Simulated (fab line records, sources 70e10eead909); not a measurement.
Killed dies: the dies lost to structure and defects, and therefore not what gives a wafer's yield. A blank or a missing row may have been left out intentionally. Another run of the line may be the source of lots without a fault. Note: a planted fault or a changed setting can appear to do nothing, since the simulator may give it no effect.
Comparing a struck lot with a sound one / flow nand_harc / 15 steps out of a route of 1302
Sound: these wafers, L429.1, L429.3, L429.6. Wafers L427.1, L427.2, L427.4 were the ones struck. The cause is given at the end.
At each step with rows: each side's tool, then ch and its chambers, then its first start. Under that, the readings that differ: sound wafers / struck wafers / difference of the means / sigmas: that difference in standard deviations of wafers without a fault.
alike: a reading whose means differ by less than 2 such deviations, as well as words and numbers matching on both sides. not compared: withheld readings; readings where some wafer has no value; bounds like >300 that might hide an equal value; numbers whose values overlap and for which the record gives no deviation.
The two part at a step that has a row with sigmas, a row that says differs or no value, or rows on one side only. Numbers that have no deviation but don't overlap get no sigmas and don't part them. A reading missing from all wafers of one side parts the sides only when that side holds two or more wafers.

NHARC_A_ZERO_WELL_DESCUM_12: chemistry O2, time 3 s.
  sound on rie_diel-05 ch 0,2, day 10 10:21; struck on rie_diel-05 ch 0,1,3, day 9 05:56
  alike: drypump_motor_current_A, o2_flow_sccm, oes_product_au, rf_vpp_V, showerhead_plenum_p_Torr, throttle_valve_pct
  not compared: rf_hours_counter_h
NHARC_A_ZERO_WELL_ETCH_19: etches the open film in N2/H2, target depth 80 nm, overetch 24 nm, time 87.88 s.
  sound on rie_diel-05 ch 1,2,3, day 10 10:26; struck on rie_diel-05 ch 0,1,3, day 9 06:02
  alike: drypump_motor_current_A, oes_product_au, rf_vpp_V, showerhead_plenum_p_Torr, throttle_valve_pct
  not compared: rf_hours_counter_h
NHARC_A_ZERO_WELL_ETCH_13: etches the open film in HBr/Cl2, target depth 120 nm, time 40.1 s.
  sound on rie_si-01 ch 0,1,3, day 10 10:34; struck on rie_si-06 ch 0,1,2, day 9 06:09
reading=throttle_valve_pct (%); sound=26.416 26.414 26.431; struck=26.404 26.395 26.397; difference=-0.022; sigmas=-2
  alike: drypump_motor_current_A, oes_product_au
  not compared: rf_hours_counter_h
then, 4 steps without rows for these wafers: NHARC_A_ZERO_WELL_STRIP_14 (strips in SPM, time 900 s); NHARC_A_ZERO_WELL_IMPLANT_15; NHARC_A_ZERO_WELL_PRECLEAN_22 (cleans in SC1, time 60 s); NHARC_A_ZERO_WELL_SRD_23.
NHARC_A_ZERO_WELL_RTA_16: time 10 s.
  sound on rtp_anneal-01 ch 0, day 10 11:28; struck on rtp_anneal-02 ch 0, day 9 07:03
reading=lamp_power_pct (%); sound=32.2 32.2 32.2; struck=31.0 31.0 31.0; difference=-1.2; sigmas=-3
  alike: wafer_temp_C_max
NHARC_A_ZERO_WELL_INSPECT_17:
  sound on defect_inspect-01, day 10 11:40; struck on defect_inspect-01, day 9 07:15
  alike: raw_defect_count
then, 2 steps without rows for these wafers: NHARC_A_SOURCE_PLATE_PRECLEAN_00 (cleans in HF-LAST, time 60 s); NHARC_A_SOURCE_PLATE_SRD_01.
NHARC_A_SOURCE_PLATE_OXIDE_02: material SiO2, target thk 10 nm, ox time 1362 s.
  sound on furnace-04 ch 0, day 10 14:25; struck on furnace-04 ch 0, day 9 14:46
  alike: spike_tc_lower_C
NHARC_A_SOURCE_PLATE_THK_MEAS_09: measures by ellipsometry.
  sound on film_metro-02, day 10 18:28; struck on film_metro-02, day 9 19:10
reading=thk_nm (nm); sound=9.4 8.1 10.4; struck=13.3 16.6 14.8; difference=+5.6; sigmas=+6
then, 2 steps without rows for these wafers: NHARC_A_SOURCE_PLATE_PVD_04 (deposits WSi2, target thk 50 nm); NHARC_END_SORT_01.

## WHERE THEY PART
First at NHARC_A_ZERO_WELL_ETCH_13; last, within this record, at NHARC_A_SOURCE_PLATE_THK_MEAS_09.

WHY: what the simulator had put in
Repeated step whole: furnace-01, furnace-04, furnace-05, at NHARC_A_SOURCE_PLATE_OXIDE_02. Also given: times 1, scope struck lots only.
